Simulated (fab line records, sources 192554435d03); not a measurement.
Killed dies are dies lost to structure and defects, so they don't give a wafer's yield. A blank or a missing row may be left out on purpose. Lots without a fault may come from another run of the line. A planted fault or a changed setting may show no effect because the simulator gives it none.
fab line records | flow n5_finfet
record lots=3 wafers=9 last_day=15
route steps=1938 shown BEOL_M3@1011 BEOL_M4@1021 PASSIVATION@1936
lots that met no fault: from a run of the same line without faults
start_h: hours from the record's first day to the start of the lot's first wafer shown | wait_h: hours since the lot's step before | " the same as in the row above | L1.1+2: a row that stands for several wafers | - no value, or no start given | * or withheld: withheld | < > ~ a bound
route shown NAME@n: a module of which the file shows steps, and the number in the route of the first | usual: mean/standard deviation of fault-free wafers | same: alike in all rows | chamber/n: place in a boat | sites: the reading at each site | _std_site: their standard deviation | _edge_site: outer sites' mean less inner sites' | radius_mm: how far each site lies from the wafer's centre | mask NAME#n: copy n | behind: the tool/chamber that last shaped the wafer | hold: why the lot was held/for how many hours/how that ended | device: the transistor (n, p or np) that didn't switch | end of line: the same wafers' tests at the end of the route | a step without rows: its recipe alone | killed: dies lost to structure and defects at the first sort, not the wafer's yield | map: a wafer's dies, x killed, . not, _ none there
set.NAME: the setting as run; set.NAME@STEP: as run at that earlier step | model.NAME: the simulator's own value behind a step, which no gauge read
lots at some steps of the route; a table a step, a row a wafer
services: from which hour (start_h, from the record's first day; less than 0 if before it) a tool's chamber was out of use, for how many hours, and why
## steps
# step N5_BEOL_M3_ECD_50
# recipe material=Cu target_thk_a=3000
# step N5_BEOL_M3_ANNEAL_51
# recipe temp_c=225 time_s=90 ambient=N2
# step N5_BEOL_M3_CMP_52
# recipe stop_on=SiOC t_overpolish_s=6.8 down_force_psi=1 platen_rpm=50 clearing_platen_down_force_psi=1.5 clearing_platen_rpm=50 post_cmp_clean=cu_alkaline target_thk_nm=40 clearing_platen_pad_velocity_m_s=0.99484 pad_velocity_m_s=0.99484
# step N5_BEOL_M3_PRE_CLEAN_60
# recipe gas=NH3/H2 time_s=15 temp_c=* rf_power_w=300
# step N5_BEOL_M3_CO_CAP_55
# recipe material=Co target_thk_a=20 temp_c=200 precursor=CCTBA/H2 pressure_torr=30 time_s=102.1
# step N5_BEOL_M3_PRE_CLEAN_56
# recipe gas=NH3 time_s=15 temp_c=withheld rf_power_w=300
# step N5_BEOL_M3_DEP_57
# recipe material=SiCN target_thk_a=80 temp_c=withheld precursor=3MS/NH3 pressure_torr=3 rf_w=202 time_s=14
# step N5_BEOL_M4_ILD_DEP_00
# recipe material=SiOC target_thk_a=790 temp_c=350 precursor=DEMS/O2 pressure_torr=5 rf_w=500 time_s=15.3
# step N5_BEOL_M4_PECVD_72
# recipe material=SiO2 target_thk_a=160 temp_c=400 precursor=TEOS/O2 pressure_torr=5.5 rf_w=450 teos_flow_sccm=53.8 gas=O2 flow_sccm=3000 time_s=18
# usual chamber_pressure_Torr=5.501/0.013 heater_power_w=654/83 showerhead_plenum_p_Torr=8.78/0.071 throttle_valve_pct=22.8/0.92
# columns lot.wafer tool chamber start_h wait_h chamber_pressure_Torr heater_power_w showerhead_plenum_p_Torr throttle_valve_pct
L952.4 pecvd-02 2 217.45 0.1 5.498 676 8.66 21.7
L952.5 " 0 " " 5.495 614 8.73 23.5
L952.6 " 1 " " 5.500 649 8.94 23.4
L953.1 pecvd-02 1 221.76 0.0 5.501 776 8.93 23.3
L953.3 " 0 " " 5.487 553 8.75 23.2
L953.6 " 0 " " 5.502 560 8.73 23.3
L960.3 pecvd-03 1 245.60 0.0 5.500 503 8.78 22.8
L960.4 " 2 " " 5.517 834 8.77 21.2
L960.6 " 0 " " 5.491 632 8.78 22.1
# step N5_BEOL_M4_HM_DEP_02
# recipe material=TiN target_thk_a=200 temp_c=25 chamber_pressure_pa=0.49996
# step N5_BEOL_M4_COAT_61
# recipe resist=SOC temp_c=250 time_s=60 spin_rpm=1500 resist_thk_nm=60
# step N5_BEOL_M4_COAT_62
# recipe resist=SiARC temp_c=220 time_s=60 spin_rpm=1500 resist_thk_nm=12
# step N5_BEOL_M4_COAT_73
# recipe resist=underlayer temp_c=205 time_s=60 spin_rpm=1500 resist_thk_nm=5
# step N5_BEOL_M4_COAT_05
# recipe resist=CAR-EUV spin_rpm=1500 resist_thk_nm=30
# step N5_BEOL_M4_EBR_07
# recipe solvent=PGMEA ebr_width_mm=1.5
# step N5_BEOL_M4_SOFTBAKE_06
# recipe temp_c=110 time_s=60 resist=CAR-EUV
# step N5_BEOL_M4_EXPOSE_08
# recipe mask_id=M4 na=0.33 source_shape=dipole sigma_inner=0.369 sigma_outer=0.767 polarization=unpolarized dose_mj=41.25
# step N5_BEOL_M4_PEB_09
# recipe peb_temp_c=100 peb_time_s=60 resist=CAR-EUV
# step N5_BEOL_M4_DEVELOP_10
# recipe develop_time_s=30 developer=TMAH resist=CAR-EUV rinse_liquid=surfactant_rinse dry=air_spin dev_temp_c=23
# step N5_BEOL_M4_INSPECT_13
# recipe mode=adi inspect_instrument=brightfield
# usual raw_defect_count=436/130
# columns lot.wafer tool chamber start_h wait_h raw_defect_count
L952.4 defect_inspect-01 - 218.13 0.0 515
L952.5 " - " " 886
L952.6 " - " " 644
L953.1 defect_inspect-01 - 224.07 0.1 499
L953.3 " - " " 1231
L953.6 " - " " 1057
L960.3 defect_inspect-01 - 247.07 0.0 423
L960.4 " - " " 347
L960.6 " - " " 435
# step N5_BEOL_M4_DESCUM_16
# recipe chemistry=O2 time_s=7 source_power_w=50 bias_power_w=20 pressure_mtorr=20 rf_frequency_hz=2.712e+07 temp_c=40 resist=CAR-EUV o2_flow_sccm=225
# step N5_BEOL_M4_ETCH_74
# recipe chemistry=N2/H2 target=underlayer target_depth_a=65 mask_material=CAR-EUV time_s=5.2 ion_energy_ev=200 pressure_mtorr=30 source_w=840 bias_w=150 n2_flow_sccm=200 h2_flow_sccm=200 ends=cleared
# step N5_BEOL_M4_ETCH_63
# recipe chemistry=CF4 target=SiARC target_depth_a=156 mask_material=CAR-EUV time_s=26 ion_energy_ev=80 pressure_mtorr=40 source_w=545 bias_w=36 Ar_flow_sccm=100 cf4_flow_sccm=100 ends=cleared
# step N5_BEOL_M4_ETCH_64
# recipe chemistry=N2/H2 target=SOC target_depth_a=750 overetch_a=225 mask_material=SiARC temp_c=40 time_s=121.9 ion_energy_ev=200 pressure_mtorr=30 source_w=840 bias_w=150 n2_flow_sccm=200 h2_flow_sccm=200
# step N5_BEOL_M4_STRIP_65
# recipe chemistry=N2/H2 temp_c=40 n2_flow_sccm=200 h2_flow_sccm=200 rf_frequency_hz=6e+07
# step N5_BEOL_M4_STRIP_75
# recipe chemistry=N2/H2 temp_c=40 n2_flow_sccm=200 h2_flow_sccm=200 rf_frequency_hz=6e+07
# step N5_BEOL_M4_STRIP_66
# recipe chemistry=CF4 resist=SiARC power_w=300 bias_power_w=75 pressure_mtorr=50 cf4_flow_sccm=150 rf_frequency_hz=6e+07
# step N5_BEOL_M4_HM_OPEN_17
# recipe chemistry=Cl2/BCl3 target_depth_a=200 overetch_a=60 target=TiN mask_material=SOC ion_energy_ev=150 pressure_mtorr=10 icp_w=1000 bias_w=126 Cl2_flow_sccm=53.25 bcl3_flow_sccm=21.75 Ar_flow_sccm=25
# step N5_BEOL_M4_STRIP_19
# recipe chemistry=O2 power_w=400 temp_c=40 pressure_mtorr=30 rf_frequency_hz=6e+07 bias_power_w=0 overash_fraction=0.2 o2_flow_sccm=225
# step N5_BEOL_M4_COAT_67
# recipe resist=SOC temp_c=250 time_s=60 spin_rpm=1500 resist_thk_nm=60
# step N5_BEOL_M4_COAT_68
# recipe resist=SiARC temp_c=220 time_s=60 spin_rpm=1500 resist_thk_nm=12
# step N5_BEOL_M4_COAT_76
# recipe resist=underlayer temp_c=205 time_s=60 spin_rpm=1500 resist_thk_nm=5
# step N5_BEOL_M4_COAT_22
# recipe resist=CAR-EUV spin_rpm=1500 resist_thk_nm=30
# step N5_BEOL_M4_EBR_24
# recipe solvent=PGMEA ebr_width_mm=1.5
# step N5_BEOL_M4_SOFTBAKE_23
# recipe temp_c=110 time_s=60 resist=CAR-EUV
# step N5_BEOL_M4_INSPECT_30
# recipe mode=adi inspect_instrument=brightfield
# usual raw_defect_count=449/120
# columns lot.wafer tool chamber start_h wait_h raw_defect_count
L952.4 defect_inspect-01 - 219.39 0.0 500
L952.5 " - " " 910
L952.6 " - " " 637
L953.1 defect_inspect-01 - 225.12 0.1 471
L953.3 " - " " 1265
L953.6 " - " " 1051
L960.3 defect_inspect-01 - 248.22 0.0 435
L960.4 " - " " 355
L960.6 " - " " 455
# step N5_BEOL_M4_RC_MEAS_101
# usual DIBL_N=36.8/2.2 DIBL_P=37.0/2.8 IOFF_N=0.18/0.043 IOFF_P=0.23/0.05 ION_N=680/14 ION_P=466/9.1 SS_N=71.7/0.74 SS_P=73.5/0.79 VT_N=248/4 VT_P=-249/4.1
# columns lot.wafer tool chamber start_h wait_h DIBL_N[mV/V] DIBL_P[mV/V] IOFF_N[nA/um] IOFF_P[nA/um] ION_N[uA/um] ION_P[uA/um] SS_N[mV/dec] SS_P[mV/dec] VT_N[mV] VT_P[mV]
L952.4 prober-02 0 224.91 0.5 36.1 39.6 0.17 0.24 676 466 71.0 73.6 247 -250
L952.5 " 0 " " 32.4 34.2 0.11 0.16 667 463 70.9 72.0 252 -252
L952.6 " 0 " " 37.6 40.8 0.19 0.26 672 464 72.2 74.1 247 -249
L953.1 prober-01 0 230.83 0.0 37.5 37.8 0.20 0.26 682 465 71.9 74.0 247 -246
L953.3 " 0 " " 33.7 33.3 0.12 0.18 662 459 70.4 72.1 252 -252
L953.6 " 0 " " 36.7 36.0 0.17 0.23 667 462 72.1 73.5 248 -247
L960.3 prober-02 0 255.53 0.3 40.1 37.2 0.20 0.20 672 447 73.7 73.9 252 -253
L960.4 " 0 " " 39.3 38.8 0.22 0.23 681 464 72.1 73.5 244 -251
L960.6 " 0 " " 40.2 38.2 0.23 0.22 689 453 73.5 74.5 246 -250
# step N5_PASSIVATION_PROBE_49
# usual defect_limited_yield=91.4/1.5 killed_at_M0_to_M3=36/11 killed_at_M4_up=14/6 killed_at_contacts=11/6 killed_at_front_end=37/11 killed_at_other=4/3.4 killed_dies=102/18 killed_open=66/13 killed_short=34/7.8 sort_bin_5_function=5.0/0.97 sort_bin_6_memory=3.2/0.7 sort_bin_8_speed=0.0/0.38 sort_n_pass=1078/19 sort_yield_pct=91.3/1.6
# same gross_dies=1180 killed_at_back_side=0 sort_bin_4_leakage[%]=0
# columns lot.wafer tool chamber start_h wait_h defect_limited_yield[%] killed_at_M0_to_M3 killed_at_M4_up killed_at_contacts killed_at_front_end killed_at_other killed_dies killed_open killed_short sort_bin_5_function[%] sort_bin_6_memory[%] sort_bin_8_speed[%] sort_n_pass sort_yield_pct[%]
L953.3 prober-02 - 332.53 0.1 81.6 42 144 7 19 5 217 53 37 11.4 4.1 0 963 81.6
L953.6 prober-02 - 332.68 0.3 80.0 38 144 12 39 3 236 66 36 12.2 4.9 0.1 944 80.0
# killed by level:class
L953.3 BEOL_M4:unspecified=127 BEOL_M3:geometric_particle:open=12 BEOL_M0_SAQP:geometric_particle:short=11 MOL_CONTACT_COAG:geometric_particle:open=7 BEOL_M3:geometric_particle:short=6 BEOL_M0_SAQP:geometric_particle:open=5 BEOL_M5:geometric_particle:open=5 BEOL_M0:geometric_particle:open=4
L953.6 BEOL_M4:unspecified=131 FIN_SAQP:geometric_particle:short=12 MOL_CONTACT_COAG:geometric_particle:open=12 FIN_SAQP:geometric_particle:open=10 BEOL_M3:geometric_particle:open=10 BEOL_M0_SAQP:geometric_particle:short=9 BEOL_M0_SAQP:geometric_particle:open=6 BEOL_M1:geometric_particle:open=6
# map L953.6 (x killed, . not)
_________________.x.x........________________
______________.....x...x........_____________
___________.....x..x.x.............__________
__________.........x...x.x..x......._________
________...x...x......................_______
_______..............x.......x.xxx....x______
______......x...x.................x....._____
_____..........x.........................____
____x...............x..........x..........___
___..xx.............................x......__
___......x.............................xx..__
__..x.....x........x...................x...._
__.......x......x............x....x....x..x._
_.............x.........x.....x.........x....
_.........x....................x.............
_..xx....x.x...x.......x.....................
_..xxxx.xxxx..x............x.x..........x....
_..x..xxxxxxxxxx.x......x....x...............
_..xxxxxxxxxxxxx...x..............xx.........
_x..xxxxxxxxxxxx........xx...................
_xxxxxxxxxxxxxx.x.............x....xx........
__xxxxxxxxxxxxx............................._
__.xxxxxxxxxxxxx.x.................x........_
___xxxxxxxxxxxxx..x..x.....................__
___xxxxxxxxxxxx......x......x........x.....__
____..xxxxxxxxx.x..x.x....x........x......___
_____.xxx.xxx..........x.................____
______..x.x.............xx..x..........._____
_______..xxx.........................x.______
________.x....xx...............xx....._______
__________...x...x..........xx.x...x_________
___________.x.x...x.x............x.__________
______________x......x.........._____________
_________________..x.........________________
# map L952.5 (x killed, . not)
_________________............________________
______________x................._____________
___________..........x..x.........x__________
__________.....................xx.x._________
________.x.x......x..................._______
_______.........x...x..x..........xx...______
______.................x................_____
_____xx.x...x..............x.............____
____........x.....x.......................___
___...xx......................xx...........__
___...x.........x.x...............x.....x..__
__.....x..x.x..........................x...._
__xx...x...................................._
_......x...............x..x.........x........
_...x....x..x...x........x.....x......x....x.
_............x....x.....xx..............x....
_.....x.....x...............................x
_..xx.........x.....x...........x.....xx....x
_..........x.............x...................
_..x..............x..x.x...........x.........
_.........x.x.x.x..x..............x....x.....
__..x....x.......x........x......x.........._
__........xx.......x.......x................_
___........x...x..............x...x........__
___..x..x..................................__
____.........x........x.....x............x___
_____.........x......................x...____
______.......................x..x......._____
_______.....x...................x......______
________.....x...x...............x...._______
__________.........................._________
___________......x.........x.....x.__________
______________............x....._____________
_________________.......x...x________________
## services
# columns tool chamber start_h hours kind
pecvd-03 1 196.50 16.5 scheduled_down
pecvd-02 1 205.67 4.9 repair
pecvd-03 2 213.00 - clean
pecvd-03 2 213.00 - consumable_replace:showerhead
pecvd-03 2 213.00 29.0 scheduled_down
pecvd-03 2 213.00 29.0 vent_cycle
## key
first_sign step=N5_BEOL_M4_INSPECT_13 reading=raw_defect_count direction=up sigmas=5.5 usual=436 struck=1144
effect step=N5_BEOL_M4_INSPECT_30 reading=raw_defect_count direction=up sigmas=5.7 usual=449 struck=1158
effect step=N5_PASSIVATION_PROBE_49 reading=killed_at_M4_up direction=up sigmas=22 usual=14 struck=144
more_kills_born_at N5_BEOL_M4_PECVD_72@pecvd-02=258
met_at N5_BEOL_M4_PECVD_72
struck_wafers L953.3,L953.6
onset_between 217.45 221.76
fault kind=chamber_particle_source tool=pecvd-02 chamber=0 onset_h=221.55 steps=N5_BEOL_M4_PECVD_72 rate_per_visit_cm2=1.1193 end_h=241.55
